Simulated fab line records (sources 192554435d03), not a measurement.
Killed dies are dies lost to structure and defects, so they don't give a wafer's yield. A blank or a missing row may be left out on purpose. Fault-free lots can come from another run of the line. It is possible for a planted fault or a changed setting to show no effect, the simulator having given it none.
Comparing a struck lot with a sound one || flow n5Finfet || 14 steps out of a route of 1938
Sound: the wafers L146.1, L146.2, L146.6. Struck: wafer L149.5. (L149.4 of the same lot was not struck and is left out.) The cause comes at the end.
Order at every step that has rows: each side's tool, ch and its chambers, its first start. Under that, the readings that differ: sound wafers || struck wafers || difference of the means || sigmas: that difference in standard deviations of wafers without a fault.
alike: readings whose means differ by less than 2 such deviations, and words and numbers that are the same on both sides. not compared: withheld readings, readings that some wafer has no value for, bounds like >300 that may hide the same value, and numbers for which the record gives no deviation and whose values overlap.
A row with sigmas, a row that says differs or no value, or rows on one side alone: a step with any of these is where the two part. Numbers that have no deviation but don't overlap get no sigmas and don't part them. Lack of a reading on every wafer of one side parts them only where that side has two or more wafers.

N5_BEOL_M6_TRENCH_ETCH_37: etches SiCOH lowk in C4F6/O2, target depth 94.435 nm, time 31.5 s.
  sound on rieDiel-05 ch 1,3; struck on rieDiel-03 ch 3
{"reading": "rfVppV (V)", "sound": "691 684 685", "struck": 639, "difference": -48, "sigmas": -3}
{"reading": "showerheadPlenumPTorr (Torr)", "sound": "2.90 3.06 3.06", "struck": 2.71, "difference": -0.30, "sigmas": -3}
  alike: drypumpMotorCurrentA, oesProductAu, throttleValvePct
  not compared: rfHoursCounterH
then, 2 steps without rows for these wafers: N5_BEOL_M6_ETCH_41 (etches SiCN in CH3F/O2, target depth 29.7 nm, time 52 s); N5_BEOL_M6_STRIP_80 (strips in N2/H2, time 10 s).
N5_BEOL_M6_OCD_MEAS_38:
  sound on ocd-01, day 11 10:53; struck on ocd-02, day 12 01:41
  alike: trenchDepthNm
then, 4 steps without rows for these wafers: N5_BEOL_M6_HM_STRIP_39 (strips TiN in peroxide tin strip, target depth 25 nm, time 158 s); N5_BEOL_M6_SRD_40 (time 30 s); N5_BEOL_M6_PRECLEAN_42 (cleans in residue remover, time 60 s); N5_BEOL_M6_SRD_43 (time 30 s).
N5_BEOL_M6_CD_MEAS_35: target cd 40 nm, target cd y 28 nm.
  sound on cdSem-01, day 11 11:02; struck on cdSem-01, day 12 01:50
  alike: cdNm
N5_BEOL_M6_CURE_75: cures SiCOH lowk, time 120 s.
  sound on uvCure-02 ch 2, day 11 11:07; struck on uvCure-03 ch 1, day 12 02:02
  alike: lampPowerPct, wafer_temp_C_max
N5_BEOL_M6_DEGAS_44: time 60 s.
  sound on pvdSputter-03, day 11 13:20; struck on pvdSputter-03, day 12 02:34
  alike: heaterPowerW
N5_BEOL_M6_PRE_CLEAN_45: time 30 s.
  sound on pvdSputter-03, day 11 13:22; struck on pvdSputter-03, day 12 02:37
  alike: heaterPowerW
N5_BEOL_M6_ALD_77: deposits TaN, target thk 2 nm, pulse time 2 s, purge time 3 s.
  sound on aldMetal-04 ch 1,2,3, day 11 13:26; struck on aldMetal-04 ch 0, day 12 02:40
{"reading": "aldCycles", "sound": "40 40 40", "struck": 53, "difference": "+13", "sigmas": ""}
{"reading": "model.TaN_of_BEOL_M6_ALD_77.thkNm (nm)", "sound": "2 2 2", "struck": 2.6, "difference": "+0.6", "sigmas": ""}
  alike: heaterPowerW
  not compared: sinceWetCleanH
N5_BEOL_M6_SURFACE_TREAT_79:
  sound on pvdSputter-03, day 11 13:44; struck on pvdSputter-02, day 12 02:58
  not compared: throttleValvePct

## WHERE THEY PART
Within this record, at N5_BEOL_M6_TRENCH_ETCH_37 only. Later steps at which nothing parts them and some readings are alike: N5_BEOL_M6_OCD_MEAS_38, N5_BEOL_M6_CD_MEAS_35, N5_BEOL_M6_CURE_75, N5_BEOL_M6_DEGAS_44, N5_BEOL_M6_PRE_CLEAN_45, N5_BEOL_M6_ALD_77.

WHY: the cause the simulator had injected
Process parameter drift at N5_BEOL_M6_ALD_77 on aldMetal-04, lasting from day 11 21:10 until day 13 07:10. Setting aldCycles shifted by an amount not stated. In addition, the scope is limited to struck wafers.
